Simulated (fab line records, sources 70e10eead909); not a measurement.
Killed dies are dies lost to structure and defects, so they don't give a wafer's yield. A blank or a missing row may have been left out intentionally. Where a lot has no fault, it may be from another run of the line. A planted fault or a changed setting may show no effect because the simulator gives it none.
Comparing a struck lot with a sound one    flow nand harc    14 steps out of a route of 1302
Sound: these wafers, L652.2, L652.4, L652.6. Struck: wafers L665.2, L665.3, L665.4. Last of all comes the cause.
At each step with rows: each side's tool, then ch and its chambers, then its first start. Under that, the readings that differ: sound wafers    struck wafers    difference of the means    sigmas: that difference in standard deviations of wafers without a fault.
alike: words and numbers the same on both sides, and readings whose means are apart by under 2 such deviations; not compared: readings that were withheld, readings missing a value for some wafer, numbers with overlapping values and no deviation given by the record, and bounds like >300 which may hide the same value.
Wherever a step has rows on one side only, a row that says differs or no value, or a row with sigmas, the two part there. Non-overlapping numbers with no deviation appear without sigmas and do not part them. A reading missing from all wafers of one side parts the sides only when that side holds two or more wafers.

NHARC_A_SOURCE_PLATE_THK_MEAS_09: measures by ellipsometry.
  struck on film metro-02, day 13 06:58; sound on film metro-02, day 7 01:17
  alike: thk nm
then, 3 steps without rows for these wafers: NHARC_A_SOURCE_PLATE_PVD_04 (deposits WSi2, target thk 50 nm); NHARC_A_SOURCE_PLATE_CVD_03 (deposits poly-Si, target thk 200 nm, time 4000 s); NHARC_A_SOURCE_PLATE_ANNEAL_05 (time 1800 s).
NHARC_A_SOURCE_PLATE_THK_MEAS_06: measures by ellipsometry.
  struck on film metro-01, day 13 19:34; sound on film metro-01, day 7 14:34
reading      sound              struck             difference  sigmas
thk nm (nm)  195.1 194.7 194.3  201.4 200.4 202.5  +6.7        +3
NHARC_A_SOURCE_PLATE_INSPECT_08:
  struck on defect inspect-02, day 13 19:38; sound on defect inspect-01, day 7 14:40
  alike: raw defect count
following that, 1 step holds no rows for these wafers, namely NHARC_A_ONON_D1_DEP_00 (target thickness 1000 nm).
NHARC_A_ONON_D1_THK_MEAS_02: measures by ellipsometry.
  struck on film metro-02, day 13 20:13; sound on film metro-02, day 7 15:15
  alike: thk nm
following that, 1 step holds no rows for these wafers, namely NHARC_A_ONON_D1_DEP_03 (target thickness 1000 nm).
NHARC_A_ONON_D1_THK_MEAS_05: measures by ellipsometry.
  struck on film metro-02, day 13 20:46; sound on film metro-01, day 7 15:49
reading      sound           struck       difference  sigmas
thk nm (nm)  1008 1008 1008  989 992 990  -18         -2
NHARC_A_ONON_D1_DEP_06: target thk 1000 nm.
  sound on pecvd onon-01 ch 0, day 7 15:55; struck on pecvd onon-04 ch 0, day 13 21:04
  alike: n2o flow sccm, susceptor temp C
NHARC_A_ONON_D1_THK_MEAS_08: measures by ellipsometry.
  struck on film metro-02, day 13 21:31; sound on film metro-01, day 7 16:23
reading      sound           struck       difference  sigmas
thk nm (nm)  1002 1003 1005  862 863 865  -140        -11
following that, 1 step holds no rows for these wafers, namely NHARC_A_ONON_D1_DEP_09 (target thickness 1000 nm).
-- record jumps: 18 days between struck wafers' starts before vs after; left off in module A_ONON_D1, resumes in module END, first step shown is number 1302 of the route --
NHARC_END_SORT_01:
  sound on prober-01 ch 0, day 24 14:25; struck on prober-02 ch 0, day 31 14:56
  alike: killed at array, killed at other, killed at periphery, killed dies, killed open, killed short

## WHERE THEY PART
At NHARC_A_SOURCE_PLATE_THK_MEAS_06 first; at NHARC_A_ONON_D1_THK_MEAS_08 last (within this record only). Later steps at which nothing parts them and some readings are alike: NHARC_END_SORT_01.

WHY: what had been put in by the simulator
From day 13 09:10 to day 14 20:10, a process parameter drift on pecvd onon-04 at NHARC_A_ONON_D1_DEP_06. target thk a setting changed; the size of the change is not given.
